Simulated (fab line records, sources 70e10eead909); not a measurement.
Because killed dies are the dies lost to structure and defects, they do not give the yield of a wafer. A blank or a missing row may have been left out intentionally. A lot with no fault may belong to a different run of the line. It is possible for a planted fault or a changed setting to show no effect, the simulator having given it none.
Shared-tool check / flow nandHarc / Sampled: 11 lots, 33 wafers

THE REASON FOR OPENING IT
Flagged at NHARC_P_GATE_CD_MEAS_26: reading cdNm, on 1 of 11 lots. Wafers without a fault read 120.1 nm, standard deviation 0.58.
Rule: a lot gets a flag if all its wafers with a number sit over 4 standard deviations from that mean, or if no wafer of it has a number. As for the other lots, they are considered sound.

lot=L648; measured=day 5 05:29; on=cdSem-02; cdNm (nm), wafer by wafer=119.3 119.7 119.6; flag=
lot=L650; measured=day 6 03:40; on=cdSem-02; cdNm (nm), wafer by wafer=119.6 119.8 120.0; flag=
lot=L651; measured=day 6 15:13; on=cdSem-03; cdNm (nm), wafer by wafer=119.6 120.0 119.1; flag=
lot=L653; measured=day 7 16:06; on=cdSem-02; cdNm (nm), wafer by wafer=119.7 119.8 119.8; flag=
lot=L654; measured=day 8 00:47; on=cdSem-03; cdNm (nm), wafer by wafer=119.9 120.2 120.0; flag=
lot=L655; measured=day 8 12:02; on=cdSem-01; cdNm (nm), wafer by wafer=120.6 120.7 120.2; flag=
lot=L656; measured=day 8 20:17; on=cdSem-02; cdNm (nm), wafer by wafer=121.3 121.0 121.2; flag=
lot=L658; measured=day 9 12:07; on=cdSem-01; cdNm (nm), wafer by wafer=119.2 119.1 119.5; flag=
lot=L657; measured=day 9 12:46; on=cdSem-01; cdNm (nm), wafer by wafer=120.0 119.3 119.7; flag=
lot=L659; measured=day 10 02:06; on=cdSem-03; cdNm (nm), wafer by wafer=120.5 120.0 119.7; flag=
lot=L661; measured=day 11 02:58; on=cdSem-03; cdNm (nm), wafer by wafer=116.8 116.5 116.3; flag=FLAGGED
Average over the flagged lots: 116.5 nm; offset from the usual -3.6 nm, equal to -6 standard deviations.

WHICH TOOL EACH LOT WENT THROUGH
2 process steps preceding the reading are held in the record, out of 1302 steps in the route. Read each cell as the tool, then ch plus the chambers that the sampled wafers visited, then the start.
lot=L648; flag=; NHARC_P_GATE_DESCUM_13=rieDiel-13 ch 0,2, day 4 15:41; NHARC_P_GATE_EXPOSE_23=arfiScanner-01 ch 0, day 5 05:21
lot=L650; flag=; NHARC_P_GATE_DESCUM_13=rieDiel-02 ch 1,2, day 5 12:56; NHARC_P_GATE_EXPOSE_23=arfiScanner-02 ch 0, day 6 03:32
lot=L651; flag=; NHARC_P_GATE_DESCUM_13=rieDiel-02 ch 0,2,3, day 5 21:34; NHARC_P_GATE_EXPOSE_23=arfiScanner-02 ch 0, day 6 15:04
lot=L653; flag=; NHARC_P_GATE_DESCUM_13=rieDiel-02 ch 0,1,2, day 7 00:27; NHARC_P_GATE_EXPOSE_23=arfiScanner-01 ch 0, day 7 15:58
lot=L654; flag=; NHARC_P_GATE_DESCUM_13=rieDiel-13 ch 0,3, day 7 08:46; NHARC_P_GATE_EXPOSE_23=arfiScanner-03 ch 0, day 8 00:38
lot=L655; flag=; NHARC_P_GATE_DESCUM_13=rieDiel-04 ch 1,2, day 7 22:30; NHARC_P_GATE_EXPOSE_23=arfiScanner-03 ch 0, day 8 11:53
lot=L656; flag=; NHARC_P_GATE_DESCUM_13=rieDiel-04 ch 0,1, day 8 06:11; NHARC_P_GATE_EXPOSE_23=arfiScanner-01 ch 0, day 8 20:10
lot=L658; flag=; NHARC_P_GATE_DESCUM_13=rieDiel-04 ch 1,3, day 8 20:46; NHARC_P_GATE_EXPOSE_23=arfiScanner-02 ch 0, day 9 11:59
lot=L657; flag=; NHARC_P_GATE_DESCUM_13=rieDiel-02 ch 0,3, day 8 20:48; NHARC_P_GATE_EXPOSE_23=arfiScanner-03 ch 0, day 9 12:38
lot=L659; flag=; NHARC_P_GATE_DESCUM_13=rieDiel-04 ch 0,1,2, day 9 12:01; NHARC_P_GATE_EXPOSE_23=arfiScanner-03 ch 0, day 10 01:58
lot=L661; flag=FLAGGED; NHARC_P_GATE_DESCUM_13=rieDiel-04 ch 1,3, day 10 11:40; NHARC_P_GATE_EXPOSE_23=arfiScanner-02 ch 0, day 11 02:49
What the steps here do:
- NHARC_P_GATE_DESCUM_13: chemistry O2, time 3 s.
- NHARC_P_GATE_EXPOSE_23: exposes mask P GATE, target cd 120 nm.
- NHARC_P_GATE_CD_MEAS_26: target cd 120 nm.

FLAGGED OVER TOTAL, TOOL BY TOOL (the gauges that took the reading come last)
step=NHARC_P_GATE_DESCUM_13; tool=rieDiel-02; lots run=4; flagged=0; share of the flagged lots=none; sound lots run after its first flagged lot=-
step=NHARC_P_GATE_DESCUM_13; tool=rieDiel-04; lots run=5; flagged=1; share of the flagged lots=all; sound lots run after its first flagged lot=0
step=NHARC_P_GATE_DESCUM_13; tool=rieDiel-13; lots run=2; flagged=0; share of the flagged lots=none; sound lots run after its first flagged lot=-
step=NHARC_P_GATE_EXPOSE_23; tool=arfiScanner-01; lots run=3; flagged=0; share of the flagged lots=none; sound lots run after its first flagged lot=-
step=NHARC_P_GATE_EXPOSE_23; tool=arfiScanner-02; lots run=4; flagged=1; share of the flagged lots=all; sound lots run after its first flagged lot=0
step=NHARC_P_GATE_EXPOSE_23; tool=arfiScanner-03; lots run=4; flagged=0; share of the flagged lots=none; sound lots run after its first flagged lot=-
step=NHARC_P_GATE_CD_MEAS_26; tool=cdSem-01; lots run=3; flagged=0; share of the flagged lots=none; sound lots run after its first flagged lot=-
step=NHARC_P_GATE_CD_MEAS_26; tool=cdSem-02; lots run=4; flagged=0; share of the flagged lots=none; sound lots run after its first flagged lot=-
step=NHARC_P_GATE_CD_MEAS_26; tool=cdSem-03; lots run=4; flagged=1; share of the flagged lots=all; sound lots run after its first flagged lot=0

WHAT THE TABLE PERMITS
All flagged lots were run by 3 table rows, namely rieDiel-04 at NHARC_P_GATE_DESCUM_13, arfiScanner-02 at NHARC_P_GATE_EXPOSE_23, cdSem-03 at NHARC_P_GATE_CD_MEAS_26.
- rieDiel-04 at NHARC_P_GATE_DESCUM_13 ran 5 lots, 1 of them flagged. Its last sound lot is L659 (day 9 12:01), its first flagged lot L661 (day 10 11:40): a fault that began between those two fits.
- arfiScanner-02 at NHARC_P_GATE_EXPOSE_23 ran 4 lots, 1 of them flagged. Its last sound lot is L658 (day 9 11:59), its first flagged lot L661 (day 11 02:49): a fault that began between those two fits.
- cdSem-03 at NHARC_P_GATE_CD_MEAS_26 ran 4 lots, 1 of them flagged. Its last sound lot is L659 (day 10 02:06), its first flagged lot L661 (day 11 02:58): a fault that began between those two fits.
A lot count leaves these 3 tools indistinguishable: every one of them fits a fault beginning at some hour. More lots, or a look at what each step does to the wafer, might.

WHAT THE SIMULATOR PUT IN
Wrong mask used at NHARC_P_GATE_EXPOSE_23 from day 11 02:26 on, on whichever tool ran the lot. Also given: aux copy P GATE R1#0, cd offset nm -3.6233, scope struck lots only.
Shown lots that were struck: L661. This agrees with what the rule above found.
